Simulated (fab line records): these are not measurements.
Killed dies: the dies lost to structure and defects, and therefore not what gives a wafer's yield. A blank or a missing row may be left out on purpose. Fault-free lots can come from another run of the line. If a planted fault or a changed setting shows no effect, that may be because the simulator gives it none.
Which tool is to blame? :: flow nand-harc :: Sampling: 12 lots, 35 wafers, 5 of 1302 route steps

== WHAT THE GAUGES READ, wafer by wafer ==
NHARC_END_SORT_01. Usual: killed-at-array 62, standard deviation 15; killed-at-other 0.8, standard deviation 1; killed-at-periphery 3.7, standard deviation 2.6; killed-dies 66, standard deviation 15; killed-open 3.1, standard deviation 1.8; killed-short 2.6, standard deviation 1.7.
lot: L810
measured: day 28 12:23
on: prober-02
killed-at-array: 67 49 51
killed-at-other: 0 1 0
killed-at-periphery: 238 6 7
killed-dies: 305 56 58
killed-open: 3 2 2
killed-short: 2 2 5
flag: OFF

lot: L813
measured: day 29 03:23
on: prober-02
killed-at-array: 78 88 96
killed-at-other: 0 0 0
killed-at-periphery: 218 5 265
killed-dies: 296 93 361
killed-open: 5 2 2
killed-short: 1 1 2
flag: OFF

== EACH LOT AND THE TOOL THAT RAN IT (in order: tool; ch and the chambers of the sampled wafers; start) ==
lot: L800
NHARC_P_CONTACT_ETCH_36: rie-diel-03 ch 0,1,2, day 5 21:57 or earlier
NHARC_P_CONTACT_ETCH_18: rie-diel-03 ch 0,2,3, day 5 21:57
NHARC_P_CONTACT_ETCH_31: rie-diel-03 ch 0,1,3, no start
NHARC_P_CONTACT_CVD_23: cvd-w-01 ch 0,1, no start

lot: L801
NHARC_P_CONTACT_ETCH_36: rie-diel-03 ch 1,2, day 6 05:07 or earlier
NHARC_P_CONTACT_ETCH_18: rie-diel-03 ch 0,1, day 6 05:07
NHARC_P_CONTACT_ETCH_31: rie-diel-03 ch 0,1,2, no start
NHARC_P_CONTACT_CVD_23: cvd-w-01 ch 0,1, no start

lot: L805
NHARC_P_CONTACT_ETCH_36: rie-diel-12 ch 0,2,3, day 7 20:59 or earlier
NHARC_P_CONTACT_ETCH_18: rie-diel-12 ch 0,1,2, day 7 20:59
NHARC_P_CONTACT_ETCH_31: rie-diel-12 ch 2,3, no start
NHARC_P_CONTACT_CVD_23: cvd-w-02 ch 0,1, no start

lot: L809
NHARC_P_CONTACT_ETCH_36: rie-diel-12 ch 0, day 9 19:44 or earlier
NHARC_P_CONTACT_ETCH_18: rie-diel-12 ch 0,3, day 9 19:44
NHARC_P_CONTACT_ETCH_31: rie-diel-12 ch 2,3, no start
NHARC_P_CONTACT_CVD_23: cvd-w-01 ch 0,1, no start

lot: L810
NHARC_P_CONTACT_ETCH_36: rie-diel-12 ch 1,2, day 10 03:13 or earlier
NHARC_P_CONTACT_ETCH_18: rie-diel-12 ch 0,2,3, day 10 03:13
NHARC_P_CONTACT_ETCH_31: rie-diel-12 ch 0,1,3, day 28 12:23 or earlier
NHARC_P_CONTACT_CVD_23: cvd-w-01 ch 0, day 28 12:23 or earlier

lot: L813
NHARC_P_CONTACT_ETCH_36: rie-diel-12 ch 2,3, day 11 04:56 or earlier
NHARC_P_CONTACT_ETCH_18: rie-diel-12 ch 0,1,3, day 11 04:56
NHARC_P_CONTACT_ETCH_31: rie-diel-12 ch 0,2, day 29 03:23 or earlier
NHARC_P_CONTACT_CVD_23: cvd-w-01 ch 0,1, day 29 03:23 or earlier

lot: L818
NHARC_P_CONTACT_ETCH_36: rie-diel-03 ch 0,1,2, day 13 10:23 or earlier
NHARC_P_CONTACT_ETCH_18: rie-diel-03 ch 0,1,2, day 13 10:23
NHARC_P_CONTACT_ETCH_31: rie-diel-03 ch 0,1,3, no start
NHARC_P_CONTACT_CVD_23: cvd-w-02 ch 0,1, no start

lot: L819
NHARC_P_CONTACT_ETCH_36: rie-diel-07 ch 0,2,3, day 14 02:19 or earlier
NHARC_P_CONTACT_ETCH_18: rie-diel-07 ch 0,1,2, day 14 02:19
NHARC_P_CONTACT_ETCH_31: rie-diel-07 ch 0,1, no start
NHARC_P_CONTACT_CVD_23: cvd-w-01 ch 0,1, no start

lot: L820
NHARC_P_CONTACT_ETCH_36: rie-diel-12 ch 0,2,3, day 14 02:55 or earlier
NHARC_P_CONTACT_ETCH_18: rie-diel-12 ch 1,2, day 14 02:55
NHARC_P_CONTACT_ETCH_31: rie-diel-12 ch 0,2,3, no start
NHARC_P_CONTACT_CVD_23: cvd-w-02 ch 1, no start

lot: L821
NHARC_P_CONTACT_ETCH_36: rie-diel-07 ch 0,1,3, day 14 19:35 or earlier
NHARC_P_CONTACT_ETCH_18: rie-diel-07 ch 0,2,3, day 14 19:35
NHARC_P_CONTACT_ETCH_31: rie-diel-07 ch 1,2,3, no start
NHARC_P_CONTACT_CVD_23: cvd-w-02 ch 0,1, no start

lot: L822
NHARC_P_CONTACT_ETCH_36: rie-diel-12 ch 0,2,3, day 14 23:34 or earlier
NHARC_P_CONTACT_ETCH_18: rie-diel-12 ch 0,1,2, day 14 23:34
NHARC_P_CONTACT_ETCH_31: rie-diel-12 ch 2,3, no start
NHARC_P_CONTACT_CVD_23: cvd-w-02 ch 0,1, no start

lot: L823
NHARC_P_CONTACT_ETCH_36: rie-diel-12 ch 0,2,3, day 15 06:56 or earlier
NHARC_P_CONTACT_ETCH_18: rie-diel-12 ch 0,1, day 15 06:56
NHARC_P_CONTACT_ETCH_31: rie-diel-12 ch 0,1, no start
NHARC_P_CONTACT_CVD_23: cvd-w-01 ch 0,1, no start
- NHARC_P_CONTACT_ETCH_36: etches the open film in N2/H2, target depth 260 nm, time 406.25 s.
- NHARC_P_CONTACT_ETCH_18: etches the open film in C4F8/O2/Ar, target depth 481 nm, time 240.5 s.
- NHARC_P_CONTACT_ETCH_31: etches the open film in CH3F/O2, target depth 30 nm, time 85.7 s.
- NHARC_P_CONTACT_CVD_23: deposits W, target thk 200 nm, time 557 s.

== AS READ BY THE TOOLS THEMSELVES (means over the sampled wafers that have a number; for cases with no such wafer, the mark the record gives instead) ==
NHARC_P_CONTACT_ETCH_36. Usual: drypump-motor-current-A 5.9 A, standard deviation 0.35; oes-product-au 0.997 a.u., standard deviation 0.01; rf-vpp-V 431.3 V, standard deviation 2.5; run-length-s 427.8 s, standard deviation 0.35; showerhead-plenum-p-Torr 2.07 Torr, standard deviation 0.082; throttle-valve-pct 14.172 %, standard deviation 0.0094.
lot: L800
tool: rie-diel-03
drypump-motor-current-A (A): 5.8
oes-product-au (a.u.): 0.995
rf-vpp-V (V): 429.8
run-length-s (s): 427.4
showerhead-plenum-p-Torr (Torr): 2.03
throttle-valve-pct (%): 14.168
flag: 

lot: L801
tool: rie-diel-03
drypump-motor-current-A (A): 6.0
oes-product-au (a.u.): 0.996
rf-vpp-V (V): 430.4
run-length-s (s): 427.6
showerhead-plenum-p-Torr (Torr): 2.06
throttle-valve-pct (%): 14.168
flag: 

lot: L805
tool: rie-diel-12
drypump-motor-current-A (A): 5.7
oes-product-au (a.u.): 0.996
rf-vpp-V (V): 432.2
run-length-s (s): 428.0
showerhead-plenum-p-Torr (Torr): 2.09
throttle-valve-pct (%): 14.161
flag: 

lot: L809
tool: rie-diel-12
drypump-motor-current-A (A): 6.2
oes-product-au (a.u.): 1.014
rf-vpp-V (V): 434.5
run-length-s (s): 427.9
showerhead-plenum-p-Torr (Torr): 2.15
throttle-valve-pct (%): 14.175
flag: 

lot: L810
tool: rie-diel-12
drypump-motor-current-A (A): 6.1
oes-product-au (a.u.): 0.996
rf-vpp-V (V): 433.7
run-length-s (s): 428.0
showerhead-plenum-p-Torr (Torr): 2.16
throttle-valve-pct (%): 14.172
flag: 

lot: L813
tool: rie-diel-12
drypump-motor-current-A (A): 5.4
oes-product-au (a.u.): 0.998
rf-vpp-V (V): 430.5
run-length-s (s): 427.8
showerhead-plenum-p-Torr (Torr): 2.04
throttle-valve-pct (%): 14.169
flag: 

lot: L818
tool: rie-diel-03
drypump-motor-current-A (A): 5.8
oes-product-au (a.u.): 1.005
rf-vpp-V (V): 430.7
run-length-s (s): 427.7
showerhead-plenum-p-Torr (Torr): 2.03
throttle-valve-pct (%): 14.172
flag: 

lot: L819
tool: rie-diel-07
drypump-motor-current-A (A): 5.9
oes-product-au (a.u.): 0.995
rf-vpp-V (V): 431.9
run-length-s (s): 427.6
showerhead-plenum-p-Torr (Torr): 2.07
throttle-valve-pct (%): 14.179
flag: 

lot: L820
tool: rie-diel-12
drypump-motor-current-A (A): 5.7
oes-product-au (a.u.): 1.007
rf-vpp-V (V): 431.6
run-length-s (s): 427.8
showerhead-plenum-p-Torr (Torr): 2.09
throttle-valve-pct (%): 14.169
flag: 

lot: L821
tool: rie-diel-07
drypump-motor-current-A (A): 6.0
oes-product-au (a.u.): 0.994
rf-vpp-V (V): 428.8
run-length-s (s): 427.8
showerhead-plenum-p-Torr (Torr): 2.01
throttle-valve-pct (%): 14.165
flag: 

lot: L822
tool: rie-diel-12
drypump-motor-current-A (A): 5.7
oes-product-au (a.u.): 1.004
rf-vpp-V (V): 432.9
run-length-s (s): 427.8
showerhead-plenum-p-Torr (Torr): 2.09
throttle-valve-pct (%): 14.166
flag: 

lot: L823
tool: rie-diel-12
drypump-motor-current-A (A): 5.7
oes-product-au (a.u.): 1.007
rf-vpp-V (V): 432.4
run-length-s (s): 427.9
showerhead-plenum-p-Torr (Torr): 2.08
throttle-valve-pct (%): 14.174
flag: 

NHARC_P_CONTACT_ETCH_18. Usual: oes-product-au 0.960 a.u., standard deviation 0.018; rf-vpp-V 980 V, standard deviation 5.2; run-length-s 262.0 s, standard deviation 0.35.
lot: L800
tool: rie-diel-03
oes-product-au (a.u.): 0.959
rf-vpp-V (V): 973
run-length-s (s): 262.2
flag: 

lot: L801
tool: rie-diel-03
oes-product-au (a.u.): 0.961
rf-vpp-V (V): 979
run-length-s (s): 261.6
flag: 

lot: L805
tool: rie-diel-12
oes-product-au (a.u.): 0.961
rf-vpp-V (V): 984
run-length-s (s): 262.0
flag: 

lot: L809
tool: rie-diel-12
oes-product-au (a.u.): 0.985
rf-vpp-V (V): 982
run-length-s (s): 251.9
flag: OFF

lot: L810
tool: rie-diel-12
oes-product-au (a.u.): 0.962
rf-vpp-V (V): 980
run-length-s (s): 255.3
flag: OFF

lot: L813
tool: rie-diel-12
oes-product-au (a.u.): 0.973
rf-vpp-V (V): 983
run-length-s (s): 248.9
flag: OFF

lot: L818
tool: rie-diel-03
oes-product-au (a.u.): 0.971
rf-vpp-V (V): 978
run-length-s (s): 261.9
flag: 

lot: L819
tool: rie-diel-07
oes-product-au (a.u.): 0.966
rf-vpp-V (V): 979
run-length-s (s): 262.0
flag: 

lot: L820
tool: rie-diel-12
oes-product-au (a.u.): 0.966
rf-vpp-V (V): 985
run-length-s (s): 262.3
flag: 

lot: L821
tool: rie-diel-07
oes-product-au (a.u.): 0.946
rf-vpp-V (V): 980
run-length-s (s): 261.8
flag: 

lot: L822
tool: rie-diel-12
oes-product-au (a.u.): 0.945
rf-vpp-V (V): 984
run-length-s (s): 262.0
flag: 

lot: L823
tool: rie-diel-12
oes-product-au (a.u.): 0.971
rf-vpp-V (V): 986
run-length-s (s): 262.1
flag: 

NHARC_P_CONTACT_ETCH_31. Usual: drypump-motor-current-A 5.9 A, standard deviation 0.35; oes-product-au 0.979 a.u., standard deviation 0.013; rf-vpp-V 244.8 V, standard deviation 1.7; run-length-s 107.2 s, standard deviation 0.32; showerhead-plenum-p-Torr 2.50 Torr, standard deviation 0.096; throttle-valve-pct 20.663 %, standard deviation 0.0098.
lot: L800
tool: rie-diel-03
drypump-motor-current-A (A): 5.6
oes-product-au (a.u.): 0.986
rf-vpp-V (V): 243.6
run-length-s (s): 106.9
showerhead-plenum-p-Torr (Torr): 2.40
throttle-valve-pct (%): 20.664
flag: 

lot: L801
tool: rie-diel-03
drypump-motor-current-A (A): 5.8
oes-product-au (a.u.): 0.983
rf-vpp-V (V): 244.5
run-length-s (s): 107.1
showerhead-plenum-p-Torr (Torr): 2.45
throttle-valve-pct (%): 20.669
flag: 

lot: L805
tool: rie-diel-12
drypump-motor-current-A (A): 5.4
oes-product-au (a.u.): 0.976
rf-vpp-V (V): 243.5
run-length-s (s): 107.2
showerhead-plenum-p-Torr (Torr): 2.46
throttle-valve-pct (%): 20.660
flag: 

lot: L809
tool: rie-diel-12
drypump-motor-current-A (A): 5.5
oes-product-au (a.u.): 0.988
rf-vpp-V (V): 243.7
run-length-s (s): 107.2
showerhead-plenum-p-Torr (Torr): 2.47
throttle-valve-pct (%): 20.662
flag: 

lot: L810
tool: rie-diel-12
drypump-motor-current-A (A): 6.0
oes-product-au (a.u.): 0.993
rf-vpp-V (V): 245.5
run-length-s (s): 107.6
showerhead-plenum-p-Torr (Torr): 2.55
throttle-valve-pct (%): 20.670
flag: 

lot: L813
tool: rie-diel-12
drypump-motor-current-A (A): 5.9
oes-product-au (a.u.): 0.980
rf-vpp-V (V): 246.2
run-length-s (s): 107.2
showerhead-plenum-p-Torr (Torr): 2.54
throttle-valve-pct (%): 20.656
flag: 

lot: L818
tool: rie-diel-03
drypump-motor-current-A (A): 5.6
oes-product-au (a.u.): 0.987
rf-vpp-V (V): 243.9
run-length-s (s): 106.9
showerhead-plenum-p-Torr (Torr): 2.40
throttle-valve-pct (%): 20.658
flag: 

lot: L819
tool: rie-diel-07
drypump-motor-current-A (A): 5.9
oes-product-au (a.u.): 0.976
rf-vpp-V (V): 243.2
run-length-s (s): 107.4
showerhead-plenum-p-Torr (Torr): 2.39
throttle-valve-pct (%): 20.675
flag: 

lot: L820
tool: rie-diel-12
drypump-motor-current-A (A): 5.7
oes-product-au (a.u.): 0.978
rf-vpp-V (V): 245.7
run-length-s (s): 107.4
showerhead-plenum-p-Torr (Torr): 2.51
throttle-valve-pct (%): 20.674
flag: 

lot: L821
tool: rie-diel-07
drypump-motor-current-A (A): 6.1
oes-product-au (a.u.): 0.966
rf-vpp-V (V): 244.2
run-length-s (s): 107.1
showerhead-plenum-p-Torr (Torr): 2.51
throttle-valve-pct (%): 20.661
flag: 

lot: L822
tool: rie-diel-12
drypump-motor-current-A (A): 5.4
oes-product-au (a.u.): 0.980
rf-vpp-V (V): 244.7
run-length-s (s): 107.6
showerhead-plenum-p-Torr (Torr): 2.45
throttle-valve-pct (%): 20.662
flag: 

lot: L823
tool: rie-diel-12
drypump-motor-current-A (A): 6.2
oes-product-au (a.u.): 0.994
rf-vpp-V (V): 245.4
run-length-s (s): 107.5
showerhead-plenum-p-Torr (Torr): 2.60
throttle-valve-pct (%): 20.664
flag: 

NHARC_P_CONTACT_CVD_23. Usual: heater-power-w 473 W, standard deviation 42; throttle-valve-pct 7.87 %, standard deviation 0.21.
lot: L800
tool: cvd-w-01
heater-power-w (W): 484
throttle-valve-pct (%): 7.91
flag: 

lot: L801
tool: cvd-w-01
heater-power-w (W): 495
throttle-valve-pct (%): 7.79
flag: 

lot: L805
tool: cvd-w-02
heater-power-w (W): 449
throttle-valve-pct (%): 8.18
flag: 

lot: L809
tool: cvd-w-01
heater-power-w (W): 468
throttle-valve-pct (%): 7.71
flag: 

lot: L810
tool: cvd-w-01
heater-power-w (W): 430
throttle-valve-pct (%): 7.66
flag: 

lot: L813
tool: cvd-w-01
heater-power-w (W): 456
throttle-valve-pct (%): 7.80
flag: 

lot: L818
tool: cvd-w-02
heater-power-w (W): 459
throttle-valve-pct (%): 7.88
flag: 

lot: L819
tool: cvd-w-01
heater-power-w (W): 460
throttle-valve-pct (%): 7.90
flag: 

lot: L820
tool: cvd-w-02
heater-power-w (W): 445
throttle-valve-pct (%): 7.76
flag: 

lot: L821
tool: cvd-w-02
heater-power-w (W): 471
throttle-valve-pct (%): 7.73
flag: 

lot: L822
tool: cvd-w-02
heater-power-w (W): 456
throttle-valve-pct (%): 7.87
flag: 

lot: L823
tool: cvd-w-01
heater-power-w (W): 487
throttle-valve-pct (%): 7.84
flag: 

== THE ANSWER, worked out from the rows above alone ==
Rule: a lot is off if the mean of its wafers that have a number lies more than 3 standard deviations from the usual mean. Also off: a lot with no number at a reading for which 4 or more lots have one. All remaining lots with rows at the step are treated as sound. Order of review: gauges by route order, followed by the tools' own readings, for which a lot's mean as printed above is used. At the first step where some lot is off, the reading lying furthest off is the one used; lots without a number count as furthest.
Off, at NHARC_END_SORT_01 on killed-at-periphery: L810, L813. Neither off nor sound, because the step has no rows for them: L800, L801, L805, L809, L818, L819, L820, L821, L822, L823.
If a tool, at a process step before that reading, ran all the lots that are off and no sound lot after the first of them, it fits. The gauges at NHARC_END_SORT_01 aren't tried: what is off there is off at NHARC_P_CONTACT_ETCH_18 too, on other tools, and a gauge's error can't cause that. Because NHARC_P_CONTACT_ETCH_36 lacks a start for some lots, the hours and order of its lots are taken from NHARC_P_CONTACT_ETCH_18. Because NHARC_P_CONTACT_ETCH_31 lacks a start for some lots, the hours and order of its lots are taken from NHARC_END_SORT_01. Because NHARC_P_CONTACT_CVD_23 lacks a start for some lots, the hours and order of its lots are taken from NHARC_END_SORT_01. 2 tools fit, rie-diel-12 at NHARC_P_CONTACT_ETCH_36 and NHARC_P_CONTACT_ETCH_18 and NHARC_P_CONTACT_ETCH_31 and cvd-w-01 at NHARC_P_CONTACT_CVD_23, so this cannot tell which one it is.

== WHAT HAD BEEN PUT IN BY THE SIMULATOR ==
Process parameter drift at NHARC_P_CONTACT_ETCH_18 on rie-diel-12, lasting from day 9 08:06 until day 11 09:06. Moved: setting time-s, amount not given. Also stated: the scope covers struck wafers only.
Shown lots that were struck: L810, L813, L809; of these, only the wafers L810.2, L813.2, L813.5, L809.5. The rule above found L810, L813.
